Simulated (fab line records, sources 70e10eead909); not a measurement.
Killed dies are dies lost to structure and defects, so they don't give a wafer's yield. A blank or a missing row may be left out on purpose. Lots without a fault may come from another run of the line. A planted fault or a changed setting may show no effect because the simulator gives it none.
Chamber matching | flow nand_harc | NHARC_A_STAIRCASE_ETCH_271 on rie_diel-06: 4 sister chambers
The step etches the open film in CF4/CHF3. 4 wafers are shown with their chamber, then 7 later ones without.

WAFERS WITH THEIR CHAMBER
wafer  | chamber | drypump_motor_current_A (A)
L622.5 | 3       | 5.3
L624.3 | 2       | 6.2
L634.1 | 1       | 5.6
L634.5 | 0       | 5.2

WAFERS WITHOUT THEIR CHAMBER
wafer  | drypump_motor_current_A (A)
L634.6 | 5.5
L637.2 | 5.6
L637.3 | 5.3
L637.4 | 5.2
L636.2 | 5.3
L636.4 | 5.3
L636.5 | 5.6

WHICH CHAMBER EACH WENT THROUGH
wafer  | from the rows above | in truth
L634.6 | 1                   | 1
L637.2 | 1                   | 1
L637.3 | 3                   | 3
L637.4 | 0                   | 0
L636.2 | 3                   | 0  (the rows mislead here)
L636.4 | 3                   | 3
L636.5 | 1                   | 1
Placed correctly: 6 of 7. Can't be placed from these rows: 0. Placed wrongly: 1.
How it was worked out, from the rows above alone: a wafer's distance from a chamber is the root of the sum, over the readings, of the square of ((its reading less the chamber's mean) divided by the reading's scatter). The wafer belongs to the nearest chamber; if the next one is less than 2 further off, it can't be placed. A chamber's mean is the mean of its shown wafers. The scatter: with one shown wafer a chamber, the root of the mean of the squares of how far each hidden wafer lies from its nearest shown one.
